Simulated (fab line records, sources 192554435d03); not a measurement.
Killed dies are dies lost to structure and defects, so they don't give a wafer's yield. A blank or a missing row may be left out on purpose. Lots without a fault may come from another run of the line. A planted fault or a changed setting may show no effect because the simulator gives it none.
Split-lot experiment | flow n5_finfet | 7 lots, 21 wafers read, on a route of 1938 steps

THE SPLIT
At N5_PASSIVATION_PASS_ETCH_47 (etches SiNx in CF4/O2, target depth 770 nm, time 385 s), the setting time_s was moved away from the recipe's 385 s on 10 of the 21 wafers read, by -18.3% to +7.8%. The other wafers ran this setting at the recipe's value.

The reading is taken at the split's own step.

THE READING
etch.depth_nm (the simulator's own value, which no gauge read), in nm, at N5_PASSIVATION_PASS_ETCH_47 (etches SiNx in CF4/O2, target depth 770 nm, time 385 s). The file gives no usual value for it. The 11 wafers here that ran the recipe average 766.5 nm, standard deviation 10 nm.

wafer  | tool, chamber at the split | time_s as run, s | against the recipe | etch.depth_nm, nm | against lot-mates on the recipe
L076.1 | rie_diel-02, 3             | 385              | recipe             | 780.5             | -
L076.2 | rie_diel-02, 1             | 409.8            | +6.4%              | 815.2             | +34.7
L076.4 | rie_diel-02, 1             | 409.8            | +6.4%              | 807.9             | +27.4
L079.1 | rie_diel-03, 1             | 332              | -13.8%             | 652.9             | -102.9
L079.3 | rie_diel-03, 3             | 332              | -13.8%             | 654.9             | -100.9
L079.6 | rie_diel-03, 1             | 385              | recipe             | 755.8             | -
L083.3 | rie_diel-03, 2             | 346.5            | -10.0%             | 693.6             | -73.6
L083.5 | rie_diel-03, 0             | 346.5            | -10.0%             | 705.5             | -61.7
L083.6 | rie_diel-03, 1             | 385              | recipe             | 767.2             | -
L088.2 | rie_diel-02, 1             | 314.4            | -18.3%             | 631.4             | no lot-mate on the recipe
L088.3 | rie_diel-02, 2             | 314.4            | -18.3%             | 632.8             | no lot-mate on the recipe
L088.4 | rie_diel-02, 3             | 314.4            | -18.3%             | 629.5             | no lot-mate on the recipe
L091.1 | rie_diel-03, 3             | 385              | recipe             | 753               | -
L091.4 | rie_diel-03, 2             | 414.9            | +7.8%              | 821.3             | +66.6
L091.5 | rie_diel-03, 3             | 385              | recipe             | 756.3             | -
L096.3 | rie_diel-02, 1             | 385              | recipe             | 773               | -
L096.5 | rie_diel-02, 1             | 385              | recipe             | 767.8             | -
L096.6 | rie_diel-02, 0             | 385              | recipe             | 776.3             | -
L097.2 | rie_diel-03, 0             | 385              | recipe             | 775.5             | -
L097.4 | rie_diel-03, 1             | 385              | recipe             | 751.6             | -
L097.5 | rie_diel-03, 0             | 385              | recipe             | 774.6             | -

THE FIT
A straight line over all 21 wafers: etch.depth_nm changes by +7.42 nm for each +1% of time_s; r = +0.99; the points scatter about the line by 9 nm.
The same after taking each lot's own level away (the mean of its wafers on the recipe; 18 wafers): +6.98 nm for each +1%; r = +0.98; scatter 8.3 nm.
On that fit, the largest move of time_s shifts the reading by 1.3e+02 nm.
The lots' own levels span 754.65 to 780.50 nm, that is 2.6 times the standard deviation above.
So the lot-to-lot level changes the slope little: the two slopes agree.
Check: with one of the wafers moved furthest among these (-13.8%) left out of the fit, the line predicts -95.2 nm for it against its lot-mates. It came out at -103 nm against them.

OTHER SPLITS ON THESE WAFERS
These wafers also went through other splits before the reading. Each is held against what the fit with the lots' levels taken away leaves over:
other split on the same wafers    | wafers away from the commonest value | r with etch.depth_nm (lot level and that fit taken away)
N5_BEOL_M12_CMP_49 down_force_psi | 8                                    | +0.32
N5_BEOL_M13_ILD_DEP_00 time_s     | 6                                    | +0.08
N5_BEOL_M14_ILD_DEP_00 temp_c     | 12                                   | -0.16
N5_BEOL_M14_EXPOSE_25 dose_mj     | 8                                    | -0.35
N5_BEOL_M14_DESCUM_33 time_s      | 5                                    | -0.22
N5_MIM_BOT_ETCH_ETCH_03 bias_w    | 8                                    | -0.01

THE FILE'S OWN FIT
etch.depth_nm changes by +7.15 nm for each +1% of time_s, r = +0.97.
